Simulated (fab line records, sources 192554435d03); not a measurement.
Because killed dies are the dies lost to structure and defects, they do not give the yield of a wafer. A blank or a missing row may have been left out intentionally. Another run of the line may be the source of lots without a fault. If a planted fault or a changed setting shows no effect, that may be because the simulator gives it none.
A lot that was struck, set against a sound lot	flow n5 finfet	16 out of 1938 route steps
Sound: the wafers L963.1, L963.2, L963.4. Struck: wafers L970.1, L970.4. (L970.3 of the same lot was not struck and is left out.) The cause comes at the end.
Per side, at each step with rows, come the tool, then ch with its chambers, and then its first start. Under that, the readings that differ: sound wafers	struck wafers	difference of the means	sigmas: that difference in standard deviations of wafers without a fault.
alike: words and numbers the same on both sides, and readings whose means are apart by under 2 such deviations; not compared: readings that were withheld, readings missing a value for some wafer, numbers with overlapping values and no deviation given by the record, and bounds like >300 which may hide the same value.
A row with sigmas, a row that says differs or no value, or rows on one side alone: a step with any of these is where the two part. When numbers do not overlap yet have no deviation, they are printed without sigmas and do not part them. A reading missing from all wafers of one side parts the sides only when that side holds two or more wafers.

first, 7 steps without rows for these wafers: N5_SDB_COAT_04 (time 60 s, resist thk 18 nm); N5_SDB_COAT_05 (resist thk 90 nm); N5_SDB_EBR_07; N5_SDB_SOFTBAKE_06 (time 60 s); N5_SDB_EXPOSE_08 (exposes mask SDB); N5_SDB_PEB_09 (peb time 60 s); N5_SDB_DEVELOP_10 (develop time 30 s).
N5_SDB_CD_MEAS_11 targets a cd of 50 nm.
  sound on cd sem-02 ch 0, day 5 12:10; struck on cd sem-03 ch 0, day 7 03:34
  alike: cd nm
N5_SDB_OVL_MEAS_12:
  sound on overlay-02 ch 0, day 5 12:12; struck on overlay-01 ch 0, day 7 03:36
  alike: SDB_OVL
N5_SDB_INSPECT_13: inspects for defects (brightfield).
  sound: defect inspect-01 at day 5 12:13; struck: defect inspect-02 at day 7 03:38
  alike: raw defect count
N5_SDB_DESCUM_16: chemistry O2, time 7.9 s.
  sound on rie diel-03 ch 0,1, day 5 12:16; struck on rie diel-01 ch 1,2, day 7 03:40
  alike: drypump motor current A, oes product au, rf vpp V, showerhead plenum p Torr, throttle valve pct
  not compared: rf hours counter h
N5_SDB_ETCH_17: etches SiARC in CF4, target depth 23.4 nm, time 39 s.
  sound on rie diel-03 ch 0,1, day 5 12:17; struck on rie diel-01 ch 1,2, day 7 03:42
  alike: drypump motor current A, etch rf on time s, oes product au, rf vpp V, showerhead plenum p Torr, throttle valve pct
  not compared: rf hours counter h
N5_SDB_ETCH_18: etches SOC in N2/H2, target depth 100 nm, overetch 20 nm, time 150 s.
  sound on rie diel-03 ch 0,1, day 5 12:20; struck on rie diel-01 ch 1,2, day 7 03:44
reading	sound	struck	difference	sigmas
model.SiARC_of_SDB_COAT_04.thk nm (nm)	12.6 12.8 12.6	11.2 10.6	-1.8	
  alike: drypump motor current A, oes product au, rf vpp V, showerhead plenum p Torr, throttle valve pct
  not compared: rf hours counter h
then, 1 step without rows for these wafers: N5_SDB_STRIP_19 (strips in N2/H2).
-- the record jumps here: 8 days lie between the struck wafers' starts before and after (it left off in module SDB and takes up again in module BEOL_M4, whose first step shown is number 1111 of the route) --
N5_BEOL_M4_RC_MEAS_101:
  sound on prober-02 ch 0, day 13 22:44; struck on prober-02 ch 0, day 15 11:40
reading	sound	struck	difference	sigmas
IOFF_N (nA/um)	0.29 0.19 0.21	0.17 0.10	-0.09	-2
ION_N (uA/um)	681 692 676	661 633	-36	-3
VT_N (mV)	245 245 247	250 259	+9	+2
  alike: DIBL_N, DIBL_P, IOFF_P, ION_P, SS_N, SS_P, VT_P
next, for these wafers, 1 step has no rows: N5_PASSIVATION_PROBE_49.

## WHERE THEY PART
At N5_BEOL_M4_RC_MEAS_101 and nowhere else, as far as this record goes.

WHY: what had been put in by the simulator
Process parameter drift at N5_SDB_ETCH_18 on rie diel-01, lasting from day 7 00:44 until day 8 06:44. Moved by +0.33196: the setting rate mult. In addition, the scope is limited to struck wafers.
